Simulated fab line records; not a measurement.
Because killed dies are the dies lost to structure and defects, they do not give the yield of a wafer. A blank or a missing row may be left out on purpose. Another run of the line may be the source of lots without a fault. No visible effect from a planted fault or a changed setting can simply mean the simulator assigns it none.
A struck lot beside a sound one + flow n5_finfet + 16 out of 1938 route steps
Sound: the wafers L458.4, L458.5, L458.6. Struck: wafer L473.1 (L473.3, L473.5, from the same lot, were not struck and are left out); the cause is given at the end.
Each step with rows lists, per side, the tool, then ch with its chambers, then its first start. Under that, the readings that differ: sound wafers + struck wafers + difference of the means + sigmas: that difference in standard deviations of wafers without a fault.
alike: readings with means less than 2 such deviations apart, plus words and numbers identical on both sides. not compared: withheld readings, readings lacking a value on some wafer, bounds such as >300 that could conceal the same value, and numbers that have no deviation in the record and whose values overlap.
Wherever a step has rows on one side only, a row that says differs or no value, or a row with sigmas, the two part there. Numbers that don't overlap but have no deviation are shown without sigmas and don't part them. Lack of a reading on every wafer of one side parts them only where that side has two or more wafers.

first, 4 steps without rows for these wafers: N5_BEOL_M4_SOFTBAKE_23 (time 60 s); N5_BEOL_M4_EXPOSE_25 (exposes mask V3, defocus 5 nm); N5_BEOL_M4_PEB_26 (peb time 60 s); N5_BEOL_M4_DEVELOP_27 (develop time 30 s).
N5_BEOL_M4_CD_MEAS_28: target cd 26.2 nm, target cd y 24.1 nm.
  sound on cd_sem-03 ch 0, day 8 17:21; struck on cd_sem-02 ch 0, day 12 13:25
  alike: cd_nm
N5_BEOL_M4_OVL_MEAS_29:
  sound on overlay-02 ch 0, day 8 17:24; struck on overlay-02 ch 0, day 12 13:26
  alike: V3_OVL
N5_BEOL_M4_INSPECT_30: inspects for defects (brightfield).
  sound: defect_inspect-02 at day 8 17:26; struck: defect_inspect-02 at day 12 13:31
  alike: raw_defect_count
N5_BEOL_M4_DESCUM_33: chemistry O2, time 7 s.
  sound on rie_diel-01 ch 1,2, day 8 17:29; struck on rie_diel-01 ch 2, day 12 13:32
  alike: drypump_motor_current_A, oes_product_au, rf_vpp_V, showerhead_plenum_p_Torr, throttle_valve_pct
  not compared: rf_hours_counter_h
N5_BEOL_M4_ETCH_77: etches underlayer in N2/H2, target depth 6.5 nm, time 5.2 s.
  sound on rie_diel-01 ch 1,2, day 8 17:31; struck on rie_diel-01 ch 2, day 12 13:35
  alike: bias_w, drypump_motor_current_A, etch_rf_on_time_s, oes_product_au, rf_vpp_V, showerhead_plenum_p_Torr, throttle_valve_pct
  not compared: rf_hours_counter_h
N5_BEOL_M4_ETCH_69: etches SiARC in CF4, target depth 15.6 nm, time 26 s.
  sound on rie_diel-01 ch 1,2, day 8 17:32; struck on rie_diel-01 ch 2, day 12 13:35
  alike: bias_w, drypump_motor_current_A, etch_rf_on_time_s, oes_product_au, rf_vpp_V, showerhead_plenum_p_Torr, throttle_valve_pct
  not compared: rf_hours_counter_h
N5_BEOL_M4_ALD_98: deposits SiO2, target thk 2.5 nm, pulse time 1 s, co reactant pulse time 1 s.
  sound on ald_sin-02 ch 1,2,3, day 8 17:37; struck on ald_sin-04 ch 1, day 12 14:14
  alike: heater_power_outer_w, heater_power_w, precursor_pulse_height_rel, susceptor_temp_C
N5_BEOL_M4_ETCHBACK_99: etches SiO2 in CHF3, target depth 5 nm, time 10.4 s.
  sound on rie_diel-01 ch 0,1,3, day 8 18:12; struck on rie_diel-01 ch 3, day 12 15:10
  alike: CHF3_flow_sccm, bias_w, drypump_motor_current_A, oes_f_703_au, oes_product_au, rf_vpp_V, showerhead_plenum_p_Torr, throttle_valve_pct
  not compared: rf_hours_counter_h
N5_BEOL_M4_ETCH_70: etches SOC in N2/H2, target depth 80 nm, overetch 24 nm, time 130 s.
  sound on rie_diel-01 ch 0,1,3, day 8 18:14; struck on rie_diel-01 ch 3, day 12 15:12
| reading    | sound             | struck | difference | sigmas |
|------------|-------------------|--------|------------|--------|
| temp_c (C) | 40.16 39.97 39.86 | 41.52  | +1.52      | +14    |
  alike: bias_w, drypump_motor_current_A, oes_product_au, rf_vpp_V, showerhead_plenum_p_Torr, throttle_valve_pct
  not compared: rf_hours_counter_h
then, 1 step without rows for these wafers: N5_BEOL_M4_STRIP_71 (strips in N2/H2).
N5_BEOL_M4_RC_MEAS_101:
  sound on prober-01 ch 0, day 8 23:05; struck on prober-01 ch 0, day 12 19:57
| reading        | sound             | struck | difference | sigmas |
|----------------|-------------------|--------|------------|--------|
| DIBL_N (mV/V)  | 34.7 33.6 33.8    | 37.1   | +3.1       | +2     |
| DIBL_P (mV/V)  | 35.2 33.5 33.9    | 38.6   | +4.4       | +2     |
| IOFF_N (nA/um) | 0.135 0.119 0.128 | 0.172  | +0.045     | +2     |
| ION_N (uA/um)  | 659 660 658       | 689    | +30        | +3     |
| ION_P (uA/um)  | 461 462 452       | 473    | +15        | +3     |
| SS_N (mV/dec)  | 71.0 71.0 70.2    | 72.1   | +1.4       | +3     |
| SS_P (mV/dec)  | 73.1 72.6 72.9    | 74.1   | +1.2       | +2     |
| VT_N (mV)      | 252.8 255.6 253.1 | 248.8  | -5.0       | -2     |
  alike: IOFF_P, VT_P
-- a jump in the record: the struck wafers' starts before and after are 4 days apart (it breaks off in module BEOL_M4 and resumes in module PASSIVATION, where the first step shown is number 1936 of the route) --
N5_PASSIVATION_PROBE_49:
  sound: prober-01 at day 13 08:29; struck: prober-01 at day 17 03:16
  alike: defect_limited_yield, killed_at_M0_to_M3, killed_at_M4_up, killed_at_contacts, killed_at_front_end, killed_at_other, killed_dies, killed_open, killed_short, sort_bin_5_function, sort_bin_6_memory, sort_n_pass, sort_yield_pct

== WHERE THEY PART ==
First at N5_BEOL_M4_ETCH_70; last, within this record, at N5_BEOL_M4_RC_MEAS_101. Later steps at which nothing parts them and some readings are alike: N5_PASSIVATION_PROBE_49.

WHY: the cause the simulator had injected
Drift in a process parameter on rie_diel-01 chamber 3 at N5_BEOL_M4_ETCH_70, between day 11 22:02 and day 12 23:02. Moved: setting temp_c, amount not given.
